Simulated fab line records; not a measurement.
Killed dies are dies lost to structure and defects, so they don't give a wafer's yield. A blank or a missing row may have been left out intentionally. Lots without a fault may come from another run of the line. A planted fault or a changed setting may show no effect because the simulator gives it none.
Lot-split experiment || flow n5Finfet || route with 1938 steps; 7 lots, 21 wafers read

== THE SPLIT ==
At N5_BEOL_M9_ETCH_66 (etches SOC in N2/H2, target depth 80 nm, overetch 16 nm, time 120 s), the setting timeS was moved away from the recipe's 120 s on 5 of the 21 wafers read, by -19.4% to +12.2%. This setting was run at the recipe's value on the other wafers.

Reading taken at the split's own step.

== THE READING ==
SiARC_of_BEOL_M9_COAT_64.thkNm (the simulator's own value, which no gauge read), in nm, at N5_BEOL_M9_ETCH_66 (etches SOC in N2/H2, target depth 80 nm, overetch 16 nm, time 120 s). There is no usual value for it anywhere in the file. Here, 16 wafers ran the recipe; their average is 6.4 nm with a standard deviation of 0.12 nm.

{"wafer": "L079.1", "tool, chamber at the split": "rieDiel-02, 2", "timeS as run, s": 97.02, "against the recipe": "-19.1%", "SiARC_of_BEOL_M9_COAT_64.thkNm, nm": 7.4, "against lot-mates on the recipe": "+1.0"}
{"wafer": "L079.4", "tool, chamber at the split": "rieDiel-02, 0,3", "timeS as run, s": 120, "against the recipe": "recipe", "SiARC_of_BEOL_M9_COAT_64.thkNm, nm": 6.4, "against lot-mates on the recipe": "-"}
{"wafer": "L079.6", "tool, chamber at the split": "rieDiel-02, 0,3", "timeS as run, s": 120, "against the recipe": "recipe", "SiARC_of_BEOL_M9_COAT_64.thkNm, nm": 6.4, "against lot-mates on the recipe": "-"}
{"wafer": "L080.1", "tool, chamber at the split": "rieDiel-03, 3,2", "timeS as run, s": 120, "against the recipe": "recipe", "SiARC_of_BEOL_M9_COAT_64.thkNm, nm": 6.4, "against lot-mates on the recipe": "-"}
{"wafer": "L080.6", "tool, chamber at the split": "rieDiel-03, 3,2", "timeS as run, s": 120, "against the recipe": "recipe", "SiARC_of_BEOL_M9_COAT_64.thkNm, nm": 6.4, "against lot-mates on the recipe": "-"}
{"wafer": "L080.5", "tool, chamber at the split": "rieDiel-03, 1", "timeS as run, s": 120, "against the recipe": "recipe", "SiARC_of_BEOL_M9_COAT_64.thkNm, nm": 6.2, "against lot-mates on the recipe": "-"}
{"wafer": "L082.1", "tool, chamber at the split": "rieDiel-03, 2", "timeS as run, s": 120, "against the recipe": "recipe", "SiARC_of_BEOL_M9_COAT_64.thkNm, nm": 6.4, "against lot-mates on the recipe": "-"}
{"wafer": "L082.2", "tool, chamber at the split": "rieDiel-03, 3", "timeS as run, s": 96.75, "against the recipe": "-19.4%", "SiARC_of_BEOL_M9_COAT_64.thkNm, nm": 7.6, "against lot-mates on the recipe": "+1.1"}
{"wafer": "L082.6", "tool, chamber at the split": "rieDiel-03, 0", "timeS as run, s": 120, "against the recipe": "recipe", "SiARC_of_BEOL_M9_COAT_64.thkNm, nm": 6.6, "against lot-mates on the recipe": "-"}
{"wafer": "L084.2", "tool, chamber at the split": "rieDiel-03, 0", "timeS as run, s": 134.6, "against the recipe": "+12.2%", "SiARC_of_BEOL_M9_COAT_64.thkNm, nm": 6, "against lot-mates on the recipe": -0.3}
{"wafer": "L084.3", "tool, chamber at the split": "rieDiel-03, 1", "timeS as run, s": 120, "against the recipe": "recipe", "SiARC_of_BEOL_M9_COAT_64.thkNm, nm": 6.2, "against lot-mates on the recipe": "-"}
{"wafer": "L084.4", "tool, chamber at the split": "rieDiel-03, 2", "timeS as run, s": 120, "against the recipe": "recipe", "SiARC_of_BEOL_M9_COAT_64.thkNm, nm": 6.4, "against lot-mates on the recipe": "-"}
{"wafer": "L089.3", "tool, chamber at the split": "rieDiel-02, 2,0", "timeS as run, s": 120, "against the recipe": "recipe", "SiARC_of_BEOL_M9_COAT_64.thkNm, nm": 6.6, "against lot-mates on the recipe": "-"}
{"wafer": "L089.4", "tool, chamber at the split": "rieDiel-02, 2,0", "timeS as run, s": 120, "against the recipe": "recipe", "SiARC_of_BEOL_M9_COAT_64.thkNm, nm": 6.6, "against lot-mates on the recipe": "-"}
{"wafer": "L089.5", "tool, chamber at the split": "rieDiel-02, 3", "timeS as run, s": 120, "against the recipe": "recipe", "SiARC_of_BEOL_M9_COAT_64.thkNm, nm": 6.4, "against lot-mates on the recipe": "-"}
{"wafer": "L087.1", "tool, chamber at the split": "rieDiel-02, 2,0", "timeS as run, s": 120, "against the recipe": "recipe", "SiARC_of_BEOL_M9_COAT_64.thkNm, nm": 6.4, "against lot-mates on the recipe": "-"}
{"wafer": "L087.6", "tool, chamber at the split": "rieDiel-02, 2,0", "timeS as run, s": 120, "against the recipe": "recipe", "SiARC_of_BEOL_M9_COAT_64.thkNm, nm": 6.4, "against lot-mates on the recipe": "-"}
{"wafer": "L087.4", "tool, chamber at the split": "rieDiel-02, 0", "timeS as run, s": 132.1, "against the recipe": "+10.1%", "SiARC_of_BEOL_M9_COAT_64.thkNm, nm": 6, "against lot-mates on the recipe": -0.4}
{"wafer": "L095.1", "tool, chamber at the split": "rieDiel-02, 2", "timeS as run, s": 97.14, "against the recipe": "-19.1%", "SiARC_of_BEOL_M9_COAT_64.thkNm, nm": 7.4, "against lot-mates on the recipe": "+0.9"}
{"wafer": "L095.3", "tool, chamber at the split": "rieDiel-02, 0", "timeS as run, s": 120, "against the recipe": "recipe", "SiARC_of_BEOL_M9_COAT_64.thkNm, nm": 6.4, "against lot-mates on the recipe": "-"}
{"wafer": "L095.6", "tool, chamber at the split": "rieDiel-02, 1", "timeS as run, s": 120, "against the recipe": "recipe", "SiARC_of_BEOL_M9_COAT_64.thkNm, nm": 6.6, "against lot-mates on the recipe": "-"}
The file does not say which wafer passed through which chamber wherever a row lists several chambers: such a row stands for several wafers.

FIT RESULTS
A straight line over all 21 wafers: SiARC_of_BEOL_M9_COAT_64.thkNm changes by -0.0507 nm for each +1% of timeS; r = -0.96; the points scatter about the line by 0.13 nm.
The same after taking each lot's own level away (the mean of its wafers on the recipe; 21 wafers): -0.0474 nm for each +1%; r = -0.96; scatter 0.11 nm.
According to that fit, moving timeS by its largest amount changes the reading by 0.92 nm.
The lots' own levels span 6.30 to 6.53 nm, that is 1.9 times the standard deviation above.
Hence the lot-to-lot level has little effect on the slope; both slopes agree.
Check: +0.887 nm against its lot-mates is what the line predicts for one of the wafers moved furthest among these (-19.4%) when that wafer is left out of the fit. It came out at +1.1 nm against them.

== OTHER SPLITS APPLIED TO THESE WAFERS ==
These wafers also went through other splits before the reading. Each is held against what the fit with the lots' levels taken away leaves over:
{"other split on the same wafers": "N5_BEOL_M5_TRENCH_ETCH_37 sourceW", "wafers away from the commonest value": 7, "r with SiARC_of_BEOL_M9_COAT_64.thkNm (lot level and that fit taken away)": "+0.00"}
{"other split on the same wafers": "N5_BEOL_M6_COAT_05 spinRpm", "wafers away from the commonest value": 7, "r with SiARC_of_BEOL_M9_COAT_64.thkNm (lot level and that fit taken away)": "+0.46"}
{"other split on the same wafers": "N5_BEOL_M7_ETCH_61 sourceW", "wafers away from the commonest value": 5, "r with SiARC_of_BEOL_M9_COAT_64.thkNm (lot level and that fit taken away)": "+0.05"}
{"other split on the same wafers": "N5_BEOL_M7_COAT_71 spinRpm", "wafers away from the commonest value": 6, "r with SiARC_of_BEOL_M9_COAT_64.thkNm (lot level and that fit taken away)": "+0.06"}
{"other split on the same wafers": "N5_BEOL_M8_ETCH_62 biasW", "wafers away from the commonest value": 8, "r with SiARC_of_BEOL_M9_COAT_64.thkNm (lot level and that fit taken away)": -0.16}
{"other split on the same wafers": "N5_BEOL_M9_HM_DEP_02 targetThkA", "wafers away from the commonest value": 4, "r with SiARC_of_BEOL_M9_COAT_64.thkNm (lot level and that fit taken away)": "+0.29"}
{"other split on the same wafers": "N5_BEOL_M9_DESCUM_16 timeS", "wafers away from the commonest value": 7, "r with SiARC_of_BEOL_M9_COAT_64.thkNm (lot level and that fit taken away)": -0.13}

== FILE'S OWN FIT ==
SiARC_of_BEOL_M9_COAT_64.thkNm changes by -0.0482 nm for each +1% of timeS, r = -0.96.
